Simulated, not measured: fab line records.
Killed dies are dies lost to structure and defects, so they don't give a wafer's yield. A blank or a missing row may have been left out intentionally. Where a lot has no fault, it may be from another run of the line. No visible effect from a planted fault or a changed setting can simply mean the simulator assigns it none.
Comparing a struck lot with a sound one	flow n5 finfet	16 steps out of a route of 1938
Sound: wafers L324.3, L324.4, L324.5. Wafers struck: L314.1, L314.3, L314.4. The cause comes at the end.
Order at every step that has rows: each side's tool, ch and its chambers, its first start. Under that, the readings that differ: sound wafers	struck wafers	difference of the means	sigmas: that difference in standard deviations of wafers without a fault.
alike: same words and numbers on both sides, and readings whose means sit less than 2 such deviations apart. not compared: any withheld reading, any reading some wafer has no value for, any bound like >300 that may hide the same value, and any number with overlapping values for which the record gives no deviation.
Wherever a step has rows on one side only, a row that says differs or no value, or a row with sigmas, the two part there. Numbers that have no deviation but don't overlap get no sigmas and don't part them. A reading that every wafer of one side lacks parts them only if that side has two wafers or more.

N5_MOL_CONTACT_COAG_ETCH_48: etches SiOC in C4F6/O2, target depth 15 nm, overetch 4.5 nm, time 17 s.
  sound on rie diel-05 ch 0,2,3, day 10 03:08; struck on rie diel-02 ch 1,2,3, day 7 08:04
  alike: C4F6_flow_sccm, drypump motor current A, oes product au, rf fwd power W, rf vpp V, showerhead plenum p Torr, throttle valve pct
  not compared: rf hours counter h
N5_MOL_CONTACT_COAG_STRIP_72: strips in N2/H2.
  sound on rie diel-05 ch 0,2,3, day 10 03:11; struck on rie diel-02 ch 1,2,3, day 7 08:07
  alike: drypump motor current A, oes product au, rf vpp V, showerhead plenum p Torr, throttle valve pct
  not compared: rf hours counter h
N5_MOL_CONTACT_COAG_STRIP_49: strips in N2/H2, time 30 s.
  sound on plasma asher-01 ch 0,1, day 10 03:17; struck on plasma asher-02 ch 0,1, day 7 08:11
  alike: drypump motor current A, heater power w
  not compared: rf hours counter h
then, 2 steps without rows for these wafers: N5_MOL_CONTACT_COAG_PRECLEAN_138 (cleans in alkaline clean, time 60 s); N5_MOL_CONTACT_COAG_SRD_139 (time 30 s).
N5_MOL_CONTACT_COAG_CD_MEAS_101: target cd 16 nm.
  sound: cd sem-03 at day 10 03:25; struck: cd sem-01 at day 7 08:22
  alike: cd nm
then, 1 step without rows for these wafers: N5_MOL_CONTACT_COAG_PRE_CLEAN_121.
N5_MOL_CONTACT_COAG_CVD_140: deposits W, target thk 66.5 nm, time 215 s.
  sound on cvd w-02 ch 0,1, day 10 03:38; struck on cvd w-01 ch 0,1, day 7 08:31
  alike: heater power w
then, 2 steps without rows for these wafers: N5_MOL_CONTACT_COAG_PRECLEAN_127 (cleans in DIW, time 57.5 s); N5_MOL_CONTACT_COAG_SRD_128 (dry time 32 s).
N5_MOL_CONTACT_COAG_CMP_52: polishes, stops on SiO2, t overpolish 1.5 s, target thk 66.5 nm.
  sound on cmp-04 ch 0,1, day 10 03:53; struck on cmp-04 ch 0,2,3, day 7 08:52
reading	sound	struck	difference	sigmas
overpolish run s (s)	1.510 1.498 1.500	1.473 1.476 1.494	-0.022	-2
  alike: motor current A, time to endpoint s
N5_MOL_CONTACT_COAG_THK_MEAS_53:
  sound: film metro-01 at day 10 04:11; struck: film metro-02 at day 7 09:08
  alike: VIA_MOL_THK
N5_MOL_CONTACT_COAG_ANNEAL_112: time 1800 s.
  sound on hp anneal-01 ch 0, day 10 04:13; struck on hp anneal-01 ch 0, day 7 09:10
reading	sound	struck	difference	sigmas
spike tc bottom C (C)	423.0 424.3 422.2	413.2 412.6 413.5	-10.1	-11
spike tc centre C (C)	404.3 402.4 399.9	392.2 391.5 391.8	-10.4	-9
spike tc lower C (C)	399.3 400.2 396.7	388.4 389.3 388.1	-10.1	-10
spike tc top C (C)	420.5 420.7 422.4	413.6 411.7 412.2	-8.7	-8
spike tc upper C (C)	397.7 398.7 398.3	388.7 388.7 389.3	-9.3	-9
wafer_temp_C_max	401.4 401.2 401.6	392.0 392.6 392.1	-9.2	-29
zone power bottom pct (%)	14.00 13.98 13.94	13.63 13.17 13.30	-0.61	-4
zone power centre pct (%)	8.31 8.41 8.40	8.12 8.11 8.04	-0.28	-4
zone power upper pct (%)	8.88 8.81 8.88	8.45 8.37 8.34	-0.47	-5
  alike: zone power lower pct, zone power top pct
N5_MOL_CONTACT_COAG_INSPECT_97: inspects for defects (darkfield).
  sound: defect inspect-01 at day 10 07:17; struck: defect inspect-01 at day 7 12:11
  alike: raw defect count
-- the record jumps here: 2 days lie between the struck wafers' starts before and after (it left off in module MOL_CONTACT_COAG and takes up again in module BEOL_M4, whose first step shown is number 1111 of the route) --
N5_BEOL_M4_RC_MEAS_101:
  sound on prober-02 ch 0, day 12 23:04; struck on prober-01 ch 0, day 9 22:44
  alike: DIBL_N, DIBL_P, IOFF_N, IOFF_P, ION_N, ION_P, SS_N, SS_P, VT_N, VT_P
-- the record jumps here: 4 days lie between the struck wafers' starts before and after (it left off in module BEOL_M4 and takes up again in module PASSIVATION, whose first step shown is number 1936 of the route) --
N5_PASSIVATION_PROBE_49:
  sound: prober-01 at day 17 06:07; struck: prober-02 at day 14 01:29
  alike: defect limited yield, killed_at_M0_to_M3, killed_at_M4_up, killed at contacts, killed at front end, killed at other, killed dies, killed open, killed short, sort_bin_4_leakage, sort_bin_5_function, sort_bin_6_memory, sort_bin_8_speed, sort n pass, sort yield pct

== WHERE THEY PART ==
At N5_MOL_CONTACT_COAG_CMP_52 first; at N5_MOL_CONTACT_COAG_ANNEAL_112 last (within this record only). Later steps at which nothing parts them and some readings are alike: N5_MOL_CONTACT_COAG_INSPECT_97, N5_BEOL_M4_RC_MEAS_101, N5_PASSIVATION_PROBE_49.

WHY: whatever the simulator had introduced
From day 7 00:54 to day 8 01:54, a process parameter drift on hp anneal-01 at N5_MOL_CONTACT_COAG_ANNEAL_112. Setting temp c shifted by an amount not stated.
